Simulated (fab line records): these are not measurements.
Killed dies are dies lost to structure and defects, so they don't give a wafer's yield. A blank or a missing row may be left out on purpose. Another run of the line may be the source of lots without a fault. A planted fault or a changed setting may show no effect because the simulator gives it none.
Split-lot study | flow n5_finfet | 21 wafers read across 7 lots, on a route 1938 steps long

== THE SPLIT ITSELF ==
At N5_BEOL_M7_PECVD_70 (deposits SiO2 from TEOS/O2, target thk 20 nm, time 22.7 s), the setting temp_c was moved away from the recipe's 400 C on 6 of the 21 wafers read, by -1.3% to +2.7%. For the rest of the wafers, this setting stayed at what the recipe calls for.

== FROM THE SPLIT TO THE READING: what the file shows between them, 3 steps ==
- N5_BEOL_M7_HM_DEP_02: deposits TiN, target thk 20 nm
- N5_BEOL_M7_COAT_59: time 60 s, resist thk 100 nm
- N5_BEOL_M7_STRIP_80: strips in N2/H2, time 10 s

== THE READING ==
SiO2_of_BEOL_M7_PECVD_70.thk_nm (the simulator's own value, which no gauge read), in nm, at N5_BEOL_M7_HM_STRIP_39 (strips TiN in peroxide tin strip, target depth 25 nm, time 158 s). The file gives no usual value for it. The 15 wafers here that ran the recipe average 19.9 nm, standard deviation 0.24 nm.

wafer  | tool, chamber at the split | temp_c as run, C | against the recipe | SiO2_of_BEOL_M7_PECVD_70.thk_nm, nm | against lot-mates on the recipe
L077.1 | pecvd-01, 1                | 400              | recipe             | 19.4                                | -
L077.4 | pecvd-01, 1                | 395.4            | -1.2%              | 20.4                                | +1.0
L077.6 | pecvd-01, 1                | 395.4            | -1.2%              | 20.4                                | +1.0
L076.1 | pecvd-04, 0                | 400              | recipe             | 19.6                                | -
L076.2 | pecvd-04, 1                | 410.7            | +2.7%              | 18.2                                | -1.6
L076.3 | pecvd-04, 2                | 400              | recipe             | 20                                  | -
L080.2 | pecvd-01, 0                | 400              | recipe             | 20.2                                | -
L080.3 | pecvd-01, 2                | 400              | recipe             | 19.6                                | -
L080.5 | pecvd-01, 1                | 400              | recipe             | 20                                  | -
L083.2 | pecvd-02, 2                | 400              | recipe             | 19.8                                | -
L083.4 | pecvd-02, 0                | 400              | recipe             | 20                                  | -
L083.6 | pecvd-02, 1                | 400              | recipe             | 20.4                                | -
L084.2 | pecvd-01, 1                | 409.5            | +2.4%              | 18                                  | -2.0
L084.4 | pecvd-01, 2,0              | 400              | recipe             | 20                                  | -
L084.6 | pecvd-01, 2,0              | 400              | recipe             | 20                                  | -
L093.1 | pecvd-02, 0                | 394.8            | -1.3%              | 20.6                                | +0.8
L093.2 | pecvd-02, 1                | 400              | recipe             | 19.8                                | -
L093.4 | pecvd-02, 2                | 394.8            | -1.3%              | 20.4                                | +0.6
L094.2 | pecvd-04, 0                | 400              | recipe             | 19.8                                | -
L094.3 | pecvd-04, 2                | 400              | recipe             | 19.8                                | -
L094.4 | pecvd-04, 2                | 400              | recipe             | 19.8                                | -
The file does not say which wafer passed through which chamber wherever a row lists several chambers: such a row stands for several wafers.

THE FIT
A straight line over all 21 wafers: SiO2_of_BEOL_M7_PECVD_70.thk_nm changes by -0.625 nm for each +1% of temp_c; r = -0.93; the points scatter about the line by 0.24 nm.
The same after taking each lot's own level away (the mean of its wafers on the recipe; 21 wafers): -0.699 nm for each +1%; r = -0.96; scatter 0.21 nm.
Per that fit: largest temp_c move, reading shift of 1.9 nm.
The span of the lots' own levels, 19.40 to 20.07 nm, comes to 2.8 times the standard deviation stated above.
So the slope is not independent of the lot-to-lot level: the two fits are not the same.
Check: -2.08 nm against its lot-mates is what the line predicts for one of the wafers moved furthest among these (+2.7%) when that wafer is left out of the fit. Against them it came out at -1.6 nm.

== THE OTHER SPLITS THESE WAFERS WENT THROUGH ==
Note: prior to the reading, these wafers also went through further splits. Each is held against what the fit with the lots' levels taken away leaves over:
other split on the same wafers | wafers away from the commonest value | r with SiO2_of_BEOL_M7_PECVD_70.thk_nm (lot level and that fit taken away)
N5_BEOL_M6_COAT_22 spin_rpm    | 9                                    | -0.16

== THE WHOLE CHAIN: every reading that the file lists as answering this split, in the file's order ==
step                   | what it does                                                     | reading                                                                          | change (the file's fit)               | r (the file's)
N5_BEOL_M7_PECVD_70    | deposits SiO2 from TEOS/O2, target thk 20 nm, time 22.7 s        | SiO2_of_BEOL_M7_PECVD_70.thk_nm (the simulator's own value, which no gauge read) | -0.651 nm for each +1% of the setting | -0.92
N5_BEOL_M7_HM_STRIP_39 | strips TiN in peroxide tin strip, target depth 25 nm, time 158 s | SiO2_of_BEOL_M7_PECVD_70.thk_nm (the simulator's own value, which no gauge read) | -0.702 nm for each +1% of the setting | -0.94

== THE FILE'S OWN FIT ==
SiO2_of_BEOL_M7_PECVD_70.thk_nm changes by -0.702 nm for each +1% of temp_c, r = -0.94.
